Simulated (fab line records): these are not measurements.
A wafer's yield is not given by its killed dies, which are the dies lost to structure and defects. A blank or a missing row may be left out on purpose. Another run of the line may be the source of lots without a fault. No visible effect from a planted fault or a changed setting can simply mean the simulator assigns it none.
What tool caused it? -- flow n5_finfet -- 24 lots, 72 wafers sampled, at 6 steps of a route of 1938

## WHAT THE GAUGES READ, wafer by wafer
N5_DUMMY_GATE_INSPECT_27: inspects for defects (brightfield). Usual: raw_defect_count at 319, with a standard deviation of 77.
lot,measured,on,raw_defect_count,flag
L074,day 2 23:25,defect_inspect-02,278 308 316,
L075,day 3 06:05,defect_inspect-01,162 196 342,
L076,day 3 10:46,defect_inspect-02,251 183 233,
L077,day 3 16:50,defect_inspect-01,190 397 204,
L078,day 3 21:54,defect_inspect-01,323 281 405,
L079,day 4 04:34,defect_inspect-01,476 331 351,
L080,day 4 12:35,defect_inspect-02,267 297 353,
L081,day 4 18:55,defect_inspect-02,213 233 290,
L082,day 5 00:18,defect_inspect-02,430 342 445,
L083,day 5 07:50,defect_inspect-01,194 369 317,
L084,day 5 11:55,defect_inspect-02,319 606 440,
L085,day 5 20:33,defect_inspect-01,304 344 465,
L086,day 6 01:47,defect_inspect-01,251 346 296,
L087,day 6 07:05,defect_inspect-02,291 333 321,
L088,day 6 10:55,defect_inspect-02,293 253 234,
L089,day 6 18:19,defect_inspect-02,357 243 440,
L090,day 6 23:34,defect_inspect-01,258 327 361,
L091,day 7 05:37,defect_inspect-01,403 202 217,
L092,day 7 11:28,defect_inspect-02,291 315 436,
L093,day 7 18:52,defect_inspect-01,365 440 336,
L094,day 7 22:55,defect_inspect-02,347 433 395,
L095,day 8 10:31,defect_inspect-02,461 220 400,
L096,day 8 14:30,defect_inspect-02,270 294 250,
L097,day 8 22:28,defect_inspect-02,250 337 206,

N5_SD_EPI_N_CD_MEAS_09: target cd 120 nm. Usual: cd_nm at 120.1 nm, with a standard deviation of 0.49.
lot,measured,on,cd_nm (nm),flag
L074,day 3 00:25,cd_sem-03,120.1 119.9 120.3,
L075,day 3 07:48,cd_sem-03,119.5 119.1 119.5,
L076,day 3 11:47,cd_sem-01,120.3 120.9 120.5,
L077,day 3 17:50,cd_sem-01,119.2 120.3 119.8,
L078,day 3 22:56,cd_sem-01,119.9 119.6 119.8,
L079,day 4 05:34,cd_sem-03,121.6 120.5 120.6,
L080,day 4 13:35,cd_sem-02,120.5 120.8 120.7,
L081,day 4 20:18,cd_sem-01,120.0 119.9 120.6,
L082,day 5 02:10,cd_sem-03,119.5 119.5 119.4,
L083,day 5 08:50,cd_sem-02,119.7 120.5 120.3,
L084,day 5 12:55,cd_sem-03,119.7 119.5 120.3,
L085,day 5 21:34,cd_sem-02,119.6 119.7 120.0,
L086,day 6 02:48,cd_sem-02,119.6 119.2 120.5,
L087,day 6 08:06,cd_sem-01,120.1 120.4 120.8,
L088,day 6 11:47,cd_sem-02,120.5 120.2 120.1,
L089,day 6 19:19,cd_sem-01,119.8 119.8 120.0,
L090,day 7 00:34,cd_sem-02,120.6 119.5 118.9,
L091,day 7 06:29,cd_sem-03,120.8 120.3 119.9,
L092,day 7 12:34,cd_sem-02,120.3 120.3 120.1,
L093,day 7 19:45,cd_sem-03,120.6 120.6 120.5,
L094,day 7 23:55,cd_sem-01,120.5 120.7 119.6,
L095,day 8 11:24,cd_sem-02,119.8 120.3 120.1,
L096,day 8 17:35,cd_sem-03,119.9 120.1 120.3,
L097,day 8 23:29,cd_sem-01,120.3 119.6 120.1,

N5_SD_EPI_P_EPI_MEAS_23. Usual: thk_nm at 60.9 nm, with a standard deviation of 1.4.
lot,measured,on,thk_nm (nm),flag
L074,day 3 08:37,film_metro-02,58.1 61.6 61.1,
L075,day 3 15:58,film_metro-01,62.3 62.5 61.5,
L076,day 3 20:44,film_metro-02,60.1 60.0 61.3,
L077,day 4 02:43,film_metro-01,60.0 61.1 62.9,
L078,day 4 09:26,film_metro-01,61.8 65.0 60.2,
L079,day 4 14:47,film_metro-02,57.0 59.0 57.6,
L080,day 4 21:57,film_metro-02,60.9 58.8 60.6,
L081,day 5 04:37,film_metro-01,60.6 60.6 59.7,
L082,day 5 13:47,film_metro-01,61.1 61.0 62.7,
L083,day 5 17:49,film_metro-01,60.0 60.4 59.9,
L084,day 5 21:55,film_metro-02,63.7 63.1 61.8,
L085,day 6 05:32,film_metro-02,61.8 60.6 60.7,
L086,day 6 10:52,film_metro-02,62.1 61.1 61.3,
L087,day 6 16:28,film_metro-02,58.4 58.7 62.3,
L088,day 6 21:25,film_metro-01,60.9 60.2 60.6,
L089,day 7 04:26,film_metro-01,60.9 59.6 59.6,
L090,day 7 08:52,film_metro-01,61.9 61.9 62.3,
L091,day 7 15:23,film_metro-01,61.3 60.3 60.4,
L092,day 7 21:34,film_metro-02,63.8 59.9 62.4,
L093,day 8 04:02,film_metro-02,61.8 60.8 61.3,
L094,day 8 07:55,film_metro-01,61.4 60.7 58.7,
L095,day 8 20:21,film_metro-01,61.0 61.4 63.1,
L096,day 9 02:17,film_metro-02,61.2 59.7 60.4,
L097,day 9 07:45,film_metro-02,62.9 61.5 62.2,

N5_ILD0_THK_MEAS_08. Usual: thk_nm at 139.0 nm, with a standard deviation of 0.87.
lot,measured,on,thk_nm (nm),flag
L074,day 3 12:33,film_metro-01,139.5 139.5 138.9,
L075,day 3 19:56,film_metro-01,138.0 139.2 137.4,
L076,day 4 00:41,film_metro-02,138.1 137.9 138.1,
L077,day 4 06:41,film_metro-02,139.7 139.9 139.9,
L078,day 4 13:30,film_metro-02,138.8 138.8 139.3,
L079,day 4 18:52,film_metro-02,138.0 137.5 138.5,
L080,day 5 02:29,film_metro-02,138.1 138.0 140.0,
L081,day 5 08:51,film_metro-01,139.8 140.9 140.5,
L082,day 5 17:45,film_metro-02,139.3 139.5 138.2,
L083,day 5 21:49,film_metro-02,140.0 139.5 139.4,
L084,day 6 02:14,film_metro-02,138.7 138.2 138.8,
L085,day 6 09:29,film_metro-02,138.8 138.2 138.5,
L086,day 6 14:53,film_metro-02,137.6 137.1 138.0,
L087,day 6 20:28,film_metro-01,140.1 139.0 138.5,
L088,day 7 01:23,film_metro-01,139.1 139.0 138.5,
L089,day 7 08:24,film_metro-02,139.4 139.4 140.5,
L090,day 7 13:04,film_metro-01,139.8 138.0 136.9,
L091,day 7 19:20,film_metro-01,139.3 139.0 140.3,
L092,day 8 01:37,film_metro-02,138.6 138.5 138.8,
L093,day 8 08:02,film_metro-02,138.1 139.5 139.1,
L094,day 8 13:02,film_metro-01,138.1 138.6 137.3,
L095,day 9 00:24,film_metro-02,139.5 139.5 139.9,
L096,day 9 07:22,film_metro-01,138.9 139.9 139.0,
L097,day 9 13:42,film_metro-01,138.2 137.9 138.9,

## TOOL THAT RAN EACH LOT (tool first, then ch and the chambers of the sampled wafers, then the start)
lot,N5_SD_EPI_N_ETCHBACK_44,N5_SD_EPI_P_ETCH_16
L074,"rie_diel-03 ch 1,2, day 3 00:59","rie_diel-01 ch 1,2,3, day 3 05:41"
L075,"rie_diel-04 ch 0,1,2, day 3 08:25","rie_diel-02 ch 1,2,3, day 3 12:55"
L076,"rie_diel-03 ch 1,2,3, day 3 12:17","rie_diel-01 ch 0,2, day 3 16:58"
L077,"rie_diel-06 ch 1,2, day 3 18:20","rie_diel-01 ch 0,1,2, day 3 23:44"
L078,"rie_diel-04 ch 0,1,2, day 4 00:01","rie_diel-02 ch 1,2, day 4 05:39"
L079,"rie_diel-04 ch 0,2, day 4 06:04","rie_diel-02 ch 0,1, day 4 11:51"
L080,"rie_diel-04 ch 0,2,3, day 4 14:05","rie_diel-05 ch 0,1,3, day 4 19:01"
L081,"rie_diel-04 ch 2,3, day 4 20:48","rie_diel-01 ch 1,2, day 5 01:41"
L082,"rie_diel-06 ch 0,3, day 5 02:40","rie_diel-02 ch 0,2, day 5 08:54"
L083,"rie_diel-06 ch 1,3, day 5 09:29","rie_diel-01 ch 1,2,3, day 5 14:52"
L084,"rie_diel-03 ch 0,1, day 5 13:34","rie_diel-01 ch 0,3, day 5 18:59"
L085,"rie_diel-04 ch 0,1, day 5 22:04","rie_diel-01 ch 0,2, day 6 02:35"
L086,"rie_diel-04 ch 1,3, day 6 03:18","rie_diel-02 ch 0,1,3, day 6 07:56"
L087,"rie_diel-04 ch 0,1, day 6 08:53","rie_diel-01 ch 0,1, day 6 13:32"
L088,"rie_diel-03 ch 0,1,3, day 6 12:20","rie_diel-01 ch 0,1, day 6 17:39"
L089,"rie_diel-03 ch 1,2, day 6 19:50","rie_diel-02 ch 1,3, day 7 00:38"
L090,"rie_diel-03 ch 0,1,2, day 7 01:04","rie_diel-02 ch 0,3, day 7 05:47"
L091,"rie_diel-04 ch 0,2, day 7 06:59","rie_diel-05 ch 0,1,3, day 7 12:28"
L092,"rie_diel-04 ch 0,2,3, day 7 13:04","rie_diel-02 ch 0,1,3, day 7 18:35"
L093,"rie_diel-06 ch 0,1,3, day 7 20:15","rie_diel-01 ch 1,2,3, day 8 00:55"
L094,"rie_diel-04 ch 1,2, day 8 00:29","rie_diel-02 ch 0,1,2, day 8 04:59"
L095,"rie_diel-04 ch 0,2, day 8 11:58","rie_diel-01 ch 0,1,2, day 8 17:25"
L096,"rie_diel-04 ch 0,2,3, day 8 18:24","rie_diel-02 ch 1,2, day 8 23:21"
L097,"rie_diel-03 ch 0,2,3, day 9 00:16","rie_diel-05 ch 0,2, day 9 04:49"
- N5_SD_EPI_N_ETCHBACK_44: etches SiNx in CH3F/O2, stops on SiO2, target depth 14.5 nm.
- N5_SD_EPI_P_ETCH_16: etches SiO2 in CHF3/O2, target depth 5 nm.

## AS READ BY THE TOOLS THEMSELVES (means over the sampled wafers that have a number; for cases with no such wafer, the mark the record gives instead)
N5_SD_EPI_N_ETCHBACK_44. Usual: drypump_motor_current_A 5.56 A, standard deviation 0.29; mfc_ar_sccm 150.0 sccm, standard deviation 0.52; oes_product_au 0.70 a.u., standard deviation 0.08; rf_vpp_V 297.9 V, standard deviation 2.6; showerhead_plenum_p_Torr 2.04 Torr, standard deviation 0.058; throttle_valve_pct 16.3 %, standard deviation 0.33.
lot,tool,drypump_motor_current_A (A),mfc_ar_sccm (sccm),oes_product_au (a.u.),rf_vpp_V (V),showerhead_plenum_p_Torr (Torr),throttle_valve_pct (%),flag
L074,rie_diel-03,5.62,149.6,0.61,299.8,1.93,16.4,
L075,rie_diel-04,5.62,150.2,0.73,298.0,2.08,16.2,
L076,rie_diel-03,5.62,149.8,0.61,300.5,1.98,16.5,
L077,rie_diel-06,5.09,149.9,0.72,294.4,1.95,16.5,
L078,rie_diel-04,5.60,149.6,0.71,297.4,2.08,16.3,
L079,rie_diel-04,5.50,149.8,0.76,297.2,2.10,16.3,
L080,rie_diel-04,5.53,150.1,0.79,297.8,2.07,16.0,
L081,rie_diel-04,5.63,149.7,0.79,297.8,2.05,15.8,
L082,rie_diel-06,6.15,149.6,0.63,298.3,2.05,16.4,
L083,rie_diel-06,6.09,149.6,0.64,299.1,2.02,16.5,
L084,rie_diel-03,5.24,149.8,0.73,295.9,1.97,16.3,
L085,rie_diel-04,5.52,149.9,0.68,298.4,2.10,16.5,
L086,rie_diel-04,5.67,149.9,0.66,297.2,2.05,16.3,
L087,rie_diel-04,5.65,149.6,0.63,298.0,2.08,16.6,
L088,rie_diel-03,5.43,149.7,0.66,298.1,2.00,16.5,
L089,rie_diel-03,5.60,150.5,0.67,302.6,2.03,16.2,
L090,rie_diel-03,5.41,150.0,0.72,299.5,2.03,16.2,
L091,rie_diel-04,5.50,150.7,0.72,298.0,2.09,16.3,
L092,rie_diel-04,5.54,150.1,0.74,297.6,2.06,16.1,
L093,rie_diel-06,5.76,149.6,0.63,295.8,1.99,16.5,
L094,rie_diel-04,5.72,150.0,0.81,297.7,2.05,16.0,
L095,rie_diel-04,5.59,150.3,0.72,297.0,2.06,16.1,
L096,rie_diel-04,5.54,149.5,0.72,296.6,2.06,16.1,
L097,rie_diel-03,5.46,149.9,0.77,299.5,2.04,16.2,

N5_SD_EPI_P_ETCH_16. Usual: drypump_motor_current_A 5.9 A, standard deviation 0.35; mfc_ar_sccm 200.0 sccm, standard deviation 0.62; oes_product_au 0.76 a.u., standard deviation 0.073; rf_vpp_V 525 V, standard deviation 4.8; showerhead_plenum_p_Torr 2.43 Torr, standard deviation 0.046; throttle_valve_pct 18.93 %, standard deviation 0.19.
lot,tool,drypump_motor_current_A (A),mfc_ar_sccm (sccm),oes_product_au (a.u.),rf_vpp_V (V),showerhead_plenum_p_Torr (Torr),throttle_valve_pct (%),flag
L074,rie_diel-01,5.7,200.2,0.74,527,2.41,19.01,
L075,rie_diel-02,6.1,199.6,0.75,526,2.44,19.00,
L076,rie_diel-01,5.8,199.9,0.70,533,2.49,18.97,
L077,rie_diel-01,5.9,200.4,0.70,528,2.45,18.91,
L078,rie_diel-02,6.4,199.8,0.74,525,2.43,19.17,
L079,rie_diel-02,5.8,199.6,0.82,522,2.44,18.90,
L080,rie_diel-05,6.0,200.0,0.86,523,2.47,18.78,
L081,rie_diel-01,5.8,200.0,0.70,524,2.42,18.96,
L082,rie_diel-02,5.7,200.5,0.79,520,2.46,18.99,
L083,rie_diel-01,5.7,199.8,0.74,526,2.40,19.04,
L084,rie_diel-01,6.2,200.4,0.73,529,2.43,18.87,
L085,rie_diel-01,5.8,199.7,0.69,532,2.48,18.99,
L086,rie_diel-02,5.8,199.9,0.78,524,2.43,18.88,
L087,rie_diel-01,6.0,200.0,0.68,523,2.42,18.86,
L088,rie_diel-01,6.1,199.5,0.68,522,2.42,18.86,
L089,rie_diel-02,5.9,200.4,0.75,526,2.42,18.83,
L090,rie_diel-02,5.5,200.6,0.80,522,2.43,18.79,
L091,rie_diel-05,6.0,199.6,0.83,523,2.46,18.81,
L092,rie_diel-02,5.8,200.5,0.77,524,2.42,18.88,
L093,rie_diel-01,5.7,200.1,0.72,527,2.40,19.07,
L094,rie_diel-02,6.0,199.9,0.85,523,2.44,18.98,
L095,rie_diel-01,5.9,200.1,0.67,528,2.44,18.96,
L096,rie_diel-02,6.3,199.6,0.90,525,2.45,19.00,
L097,rie_diel-05,5.7,199.8,0.84,526,2.44,18.85,

## THE ANSWER, worked out from the rows above alone
Rule: take the mean of a lot's wafers that have a number; if it is more than 3 standard deviations from the usual mean, the lot is off. A lot without any number at a reading at which 4 lots or more have one is off too. The other lots that the step has rows for count as sound. After the gauges, taken in route order, come the tools' own readings; for these a lot's mean is taken, as printed above. The first step at which some lot is off is used, and at that step the reading that is off furthest; a lot without a number counts as furthest.
No lot is off at any reading shown: from this, nothing can be told.

## WHAT THE SIMULATOR HAD PUT IN
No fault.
